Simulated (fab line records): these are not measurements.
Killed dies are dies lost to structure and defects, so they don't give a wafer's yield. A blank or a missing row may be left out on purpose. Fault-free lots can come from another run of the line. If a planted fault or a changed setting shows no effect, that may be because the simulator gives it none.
Matching of chambers    flow n5 finfet    4 sister chambers for N5_SD_EPI_N_LINER_46 on ald sin-01
The step material SiNx, target thk 3 nm. 4 wafers are shown with their chamber, then 7 later ones without.

WAFERS, EACH WITH ITS CHAMBER
wafer   chamber  heater power w (W)
L078.5  1        750
L083.1  3        903
L083.5  0        780
L088.5  2        994

WAFERS WITHOUT THEIR CHAMBER
wafer   heater power w (W)
L088.6  924
L094.2  770
L094.3  1010
L094.4  979
L096.3  780
L096.4  915
L096.5  1025

EACH ONE'S CHAMBER
wafer   from the rows above      in truth
L088.6  3                        3
L094.2  can't be placed: 0 or 1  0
L094.3  2                        2
L094.4  2                        2
L096.3  can't be placed: 0 or 1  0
L096.4  3                        3
L096.5  2                        2
Placed correctly: 5 of 7. From these rows, 2 cannot be placed; in 2 the true chamber is one of the candidates. Number placed wrongly: 0.
How it was worked out, from the rows above alone: a wafer's distance from a chamber is the root of the sum, over the readings, of the square of ((its reading less the chamber's mean) divided by the reading's scatter). If the next closest chamber is less than 2 further off than the closest, the wafer can't be placed; otherwise it belongs to the closest. A chamber's mean is the mean of its shown wafers. The scatter (one wafer shown for each chamber): square how far every hidden wafer sits from the nearest shown wafer, average those squares and take the square root.
